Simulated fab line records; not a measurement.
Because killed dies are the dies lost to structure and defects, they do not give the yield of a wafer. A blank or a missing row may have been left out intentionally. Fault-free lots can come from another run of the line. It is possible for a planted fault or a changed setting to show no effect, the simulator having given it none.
Split-lot experiment + flow n5-finfet + 21 wafers read from 7 lots, route of 1938 steps

SPLIT DETAILS
At N5_SD_EPI_N_COAT_33 (time 60 s, resist thk 35 nm), the setting spin-rpm was moved away from the recipe's 1500 rpm on 9 of the 21 wafers read, by -4.5% to +7.8%. For the rest of the wafers, this setting stayed at what the recipe calls for.

FROM THE SPLIT TO THE READING: what the file shows between them, 7 steps
- N5_SD_EPI_N_COAT_03: resist thk 150 nm (also split here: spin-rpm)
- N5_SD_EPI_N_EBR_05
- N5_SD_EPI_N_SOFTBAKE_04: time 60 s
- N5_SD_EPI_N_EXPOSE_06: exposes mask SD N BLK, target cd 120 nm
- N5_SD_EPI_N_PEB_07: peb time 60 s
- N5_SD_EPI_N_DEVELOP_08: develop time 30 s
- N5_SD_EPI_N_DESCUM_14: chemistry O2, time 7.9 s

THE READING
etch.depth-nm (the simulator's own value, which no gauge read), in nm, at N5_SD_EPI_N_ETCH_34 (etches SiARC in CF4, target depth 45.5 nm, time 75.8 s). There is no usual value for it anywhere in the file. Here, 12 wafers ran the recipe; their average is 35.06 nm with a standard deviation of 0.072 nm.

| wafer  | tool, chamber at the split | spin-rpm as run, rpm | against the recipe | etch.depth-nm, nm | against lot-mates on the recipe |
|--------|----------------------------|----------------------|--------------------|-------------------|---------------------------------|
| L076.1 | litho-track-05, 0          | 1611                 | +7.4%              | 33.76             | -1.24                           |
| L076.3 | litho-track-05, 0          | 1500                 | recipe             | 35.03             | -                               |
| L076.4 | litho-track-05, 0          | 1500                 | recipe             | 34.96             | -                               |
| L083.1 | litho-track-05, 0          | 1432                 | -4.5%              | 35.7              | no lot-mate on the recipe       |
| L083.3 | litho-track-05, 0          | 1432                 | -4.5%              | 35.65             | no lot-mate on the recipe       |
| L083.4 | litho-track-05, 0          | 1432                 | -4.5%              | 35.74             | no lot-mate on the recipe       |
| L084.1 | litho-track-04, 0          | 1500                 | recipe             | 35.08             | -                               |
| L084.3 | litho-track-04, 0          | 1500                 | recipe             | 35.12             | -                               |
| L084.5 | litho-track-04, 0          | 1500                 | recipe             | 35.02             | -                               |
| L086.1 | litho-track-05, 0          | 1500                 | recipe             | 35.1              | -                               |
| L086.2 | litho-track-05, 0          | 1560                 | +4.0%              | 34.44             | -0.66                           |
| L086.6 | litho-track-05, 0          | 1560                 | +4.0%              | 34.48             | -0.62                           |
| L090.1 | litho-track-02, 0          | 1500                 | recipe             | 35.12             | -                               |
| L090.4 | litho-track-02, 0          | 1500                 | recipe             | 35.23             | -                               |
| L090.6 | litho-track-02, 0          | 1617                 | +7.8%              | 33.88             | -1.29                           |
| L096.1 | litho-track-04, 0          | 1454                 | -3.1%              | 35.65             | +0.62                           |
| L096.3 | litho-track-04, 0          | 1500                 | recipe             | 35.03             | -                               |
| L096.4 | litho-track-04, 0          | 1454                 | -3.1%              | 35.62             | +0.59                           |
| L097.2 | litho-track-04, 0          | 1500                 | recipe             | 35.05             | -                               |
| L097.4 | litho-track-04, 0          | 1500                 | recipe             | 34.97             | -                               |
| L097.5 | litho-track-04, 0          | 1500                 | recipe             | 35.01             | -                               |

FIT RESULTS
A straight line over all 21 wafers: etch.depth-nm changes by -0.157 nm for each +1% of spin-rpm; r = -0.99; the points scatter about the line by 0.081 nm.
The same after taking each lot's own level away (the mean of its wafers on the recipe; 18 wafers): -0.17 nm for each +1%; r = -1.00; scatter 0.044 nm.
The reading moves by 1.3 nm for the largest change in spin-rpm, on that fit.
The lots' own levels span 34.995 to 35.175 nm, that is 2.5 times the standard deviation above.
Hence the lot-to-lot level has little effect on the slope; both slopes agree.
Check: with one of the wafers moved furthest among these (+7.8%) left out of the fit, the line predicts -1.32 nm for it against its lot-mates. It came out at -1.29 nm against them.

FURTHER SPLITS ON THESE WAFERS
Before the reading, these wafers also passed through other splits. Each is held against what the fit with the lots' levels taken away leaves over:
| other split on the same wafers | wafers away from the commonest value | r with etch.depth-nm (lot level and that fit taken away) |
|--------------------------------|--------------------------------------|----------------------------------------------------------|
| N5_FIN_CUT_EXPOSE_05 dose-mj   | 4                                    | -0.13                                                    |
| N5_DUMMY_GATE_HM_DEP_06 time-s | 15                                   | -0.15                                                    |
| N5_SD_EPI_N_COAT_03 spin-rpm   | 6                                    | +0.22                                                    |

THE WHOLE CHAIN: every reading that the file lists as answering this split, in the file's order
| step                | what it does                                           | reading                                                                           | change (the file's fit)               | r (the file's) |
|---------------------|--------------------------------------------------------|-----------------------------------------------------------------------------------|---------------------------------------|----------------|
| N5_SD_EPI_N_COAT_33 | time 60 s, resist thk 35 nm                            | SiARC_of_SD_EPI_N_COAT_33.thk-nm (the simulator's own value, which no gauge read) | -0.17 nm for each +1% of the setting  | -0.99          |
| N5_SD_EPI_N_ETCH_34 | etches SiARC in CF4, target depth 45.5 nm, time 75.8 s | etch.depth-nm (the simulator's own value, which no gauge read)                    | -0.168 nm for each +1% of the setting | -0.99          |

THE FILE'S OWN FIT
etch.depth-nm changes by -0.168 nm for each +1% of spin-rpm, r = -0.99.
